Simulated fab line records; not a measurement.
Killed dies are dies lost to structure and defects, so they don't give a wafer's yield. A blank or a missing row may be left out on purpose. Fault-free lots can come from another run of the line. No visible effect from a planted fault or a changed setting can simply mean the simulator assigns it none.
Which of the tools did it? | flow n5_finfet | 72 wafers from 24 lots sampled at 2 of the route's 1938 steps

## WHAT EACH GAUGE READ, for each wafer
N5_BEOL_M11_INSPECT_58: inspects for defects (darkfield). Usual: 64 for raw_defect_count, sd 20.
lot  | measured     | on                | raw_defect_count | flag
L074 | day 11 12:14 | defect_inspect-02 | 64 79 54         |
L075 | day 11 13:14 | defect_inspect-01 | 77 77 28         |
L076 | day 12 05:59 | defect_inspect-01 | 65 85 55         |
L077 | day 12 06:16 | defect_inspect-01 | 108 54 48        |
L078 | day 12 06:27 | defect_inspect-02 | 54 57 59         |
L081 | day 12 17:39 | defect_inspect-01 | 66 28 52         |
L082 | day 13 02:29 | defect_inspect-02 | 48 51 58         |
L080 | day 13 06:32 | defect_inspect-02 | 108 81 110       |
L079 | day 13 06:53 | defect_inspect-01 | 95 59 69         |
L084 | day 13 10:38 | defect_inspect-01 | 53 46 65         |
L083 | day 13 18:56 | defect_inspect-02 | 63 57 41         |
L086 | day 13 21:09 | defect_inspect-02 | 79 60 66         |
L085 | day 14 03:10 | defect_inspect-01 | 44 38 86         |
L090 | day 14 11:29 | defect_inspect-01 | 61 99 73         |
L087 | day 14 21:59 | defect_inspect-02 | 51 28 44         |
L088 | day 15 02:38 | defect_inspect-02 | 30 43 31         |
L089 | day 15 05:39 | defect_inspect-01 | 73 76 67         |
L092 | day 15 16:08 | defect_inspect-02 | 62 60 66         |
L091 | day 15 19:28 | defect_inspect-02 | 33 62 84         |
L093 | day 15 20:33 | defect_inspect-01 | 59 55 65         |
L094 | day 16 07:50 | defect_inspect-02 | 44 45 80         |
L095 | day 16 21:26 | defect_inspect-02 | 71 57 94         |
L096 | day 17 00:17 | defect_inspect-02 | 103 63 74        |
L097 | day 17 00:32 | defect_inspect-02 | 105 51 55        |

N5_BEOL_M12_THK_MEAS_01. Usual: M12_ILD_THK typically reads 658 nm, with standard deviation 8.2.
lot  | measured     | on            | M12_ILD_THK (nm) | flag
L074 | day 11 12:24 | film_metro-02 | 648 659 667      |
L075 | day 11 13:28 | film_metro-02 | 652 652 667      |
L076 | day 12 06:09 | film_metro-02 | 658 643 664      |
L077 | day 12 06:26 | film_metro-02 | 649 647 666      |
L078 | day 12 06:37 | film_metro-01 | 636 658 648      |
L081 | day 12 17:50 | film_metro-02 | 656 662 670      |
L082 | day 13 02:52 | film_metro-01 | 655 670 671      |
L080 | day 13 06:45 | film_metro-01 | 660 664 669      |
L079 | day 13 07:03 | film_metro-02 | 644 649 658      |
L084 | day 13 10:48 | film_metro-02 | 659 661 666      |
L083 | day 13 19:06 | film_metro-02 | 658 651 656      |
L086 | day 13 21:19 | film_metro-02 | 651 650 667      |
L085 | day 14 03:20 | film_metro-02 | 662 654 668      |
L090 | day 14 11:39 | film_metro-01 | 656 667 668      |
L087 | day 14 22:09 | film_metro-02 | 647 663 658      |
L088 | day 15 02:49 | film_metro-01 | 659 658 666      |
L089 | day 15 05:49 | film_metro-01 | 658 657 666      |
L092 | day 15 16:18 | film_metro-02 | 666 666 664      |
L091 | day 15 19:38 | film_metro-01 | 646 658 664      |
L093 | day 15 20:43 | film_metro-01 | 654 662 662      |
L094 | day 16 08:03 | film_metro-02 | 643 663 669      |
L095 | day 16 21:36 | film_metro-02 | 649 665 658      |
L096 | day 17 00:27 | film_metro-02 | 643 651 665      |
L097 | day 17 00:42 | film_metro-02 | 655 649 658      |

## WHICH TOOL RAN EACH LOT (tool, then ch and the chambers of the sampled wafers, then the start)
Before these readings, the record contains no process step.

## AS READ BY THE TOOLS THEMSELVES (means over the sampled wafers that have a number; for cases with no such wafer, the mark the record gives instead)
The record holds no such reading with a usual standard deviation.

## THE ANSWER, worked out from the rows above alone
Rule: a lot is off if the mean of its wafers that have a number lies more than 3 standard deviations from the usual mean. A lot without any number at a reading at which 4 lots or more have one is off too. The other lots that the step has rows for count as sound. The gauges are gone through in route order, then the tools' own readings, and for those a lot's mean is taken as printed above. The first step at which some lot is off is used, and at that step the reading that is off furthest; a lot without a number counts as furthest.
Nothing can be told from this: no lot is off at any reading shown.

## WHAT THE SIMULATOR PUT IN
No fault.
